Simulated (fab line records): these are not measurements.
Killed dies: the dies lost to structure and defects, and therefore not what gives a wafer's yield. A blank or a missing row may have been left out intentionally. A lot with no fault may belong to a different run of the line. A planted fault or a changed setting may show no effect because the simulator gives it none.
2 desks, one fault || flow nand-harc || what lay behind the numbers comes last; until then each desk has only its own

== THE TOOL OWNER'S DESK: arfi-scanner-01 ==
The tool's own readings at NHARC_A_CHANNEL_HOLE_D1_EXPOSE_07 (exposes mask HOLE D1, target cd 100 nm): means of the sampled wafers that have a number, for each lot that ran on this tool. Any lot whose mean is over 4 standard deviations away from the usual mean is out of limits and marked OUT; that distance is given in the brackets.
Columns: A = exposure-dose-mJ-cm2 at NHARC_A_CHANNEL_HOLE_D1_EXPOSE_07, usual 60.2
{"lot": "L111", "first seen here": "day 9 02:02", "A": 60.6}
{"lot": "L116", "first seen here": "day 9 21:45", "A": 60.7}
{"lot": "L117", "first seen here": "day 10 08:02", "A": 60.6}
{"lot": "L118", "first seen here": "day 10 09:53", "A": 60.7}
{"lot": "L127", "first seen here": "day 12 20:40", "A": 60.6}
{"lot": "L131", "first seen here": "day 13 07:05", "A": 60.6}
{"lot": "L129", "first seen here": "day 13 10:33", "A": 60.7}
Result from this desk: across the 7 lots, nothing is out of limits.

== THE METROLOGY DESK ==
What the gauges read, lot by lot, whatever tool the lot ran on: means of the sampled wafers that have a number. Any lot whose mean is over 4 standard deviations away from the usual mean is out of limits and marked OUT; that distance is given in the brackets.
Columns: A = thk-nm at NHARC_A_ONON_D1_THK_MEAS_27, usual 1003 nm; B = cd-nm at NHARC_A_CHANNEL_HOLE_D1_CD_MEAS_10, usual 100.0 nm; C = cd-nm at NHARC_A_CHANNEL_HOLE_D1_CD_MEAS_30, usual 89.4 nm
{"lot": "L111", "first seen here": "day 8 22:02", "A": 1018, "B": 100.1, "C": 90.3}
{"lot": "L116", "first seen here": "day 9 17:54", "A": 1015, "B": "104.5 (+9.0) OUT", "C": 93.4}
{"lot": "L117", "first seen here": "day 10 04:29", "A": 979, "B": "105.3 (+11) OUT", "C": 95.4}
{"lot": "L118", "first seen here": "day 10 04:30", "A": 1001, "B": "102.2 (+4.3) OUT", "C": 91.7}
{"lot": "L125", "first seen here": "day 12 03:55", "A": 1014, "B": 99.4, "C": 87.9}
{"lot": "L127", "first seen here": "day 12 16:58", "A": 1000, "B": 99.9, "C": 88.5}
{"lot": "L131", "first seen here": "day 13 03:27", "A": 1007, "B": 100.6, "C": 91.9}
{"lot": "L128", "first seen here": "day 13 03:28", "A": 1016, "B": 100.0, "C": 90.3}
{"lot": "L129", "first seen here": "day 13 03:49", "A": 996, "B": 100.4, "C": 89.4}
This desk's verdict: out of limits on L116, L117, L118, starting with L116 at day 9 21:53 (cd-nm at NHARC_A_CHANNEL_HOLE_D1_CD_MEAS_10). L111, L125, L127, L131, L128, L129 stayed within limits.

== TAKEN TOGETHER ==
On L116, L117, L118, the metrology desk was in a position to raise an alarm at day 9 21:53.
The tool owner's desk saw nothing out of limits.
The tool owner's desk has L116, L117, L118 on record, within its limits.
NHARC_A_CHANNEL_HOLE_D1_EXPOSE_07 was run on arfi-scanner-01 by each of the lots named.

== WHAT THE SIMULATOR HAD INSERTED ==
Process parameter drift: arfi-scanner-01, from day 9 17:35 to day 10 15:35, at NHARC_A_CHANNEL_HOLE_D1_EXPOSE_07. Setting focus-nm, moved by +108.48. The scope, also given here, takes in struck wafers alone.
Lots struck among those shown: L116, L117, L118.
Delay in hours, fault start to first out-of-limits reading, per desk: metrology desk 4.
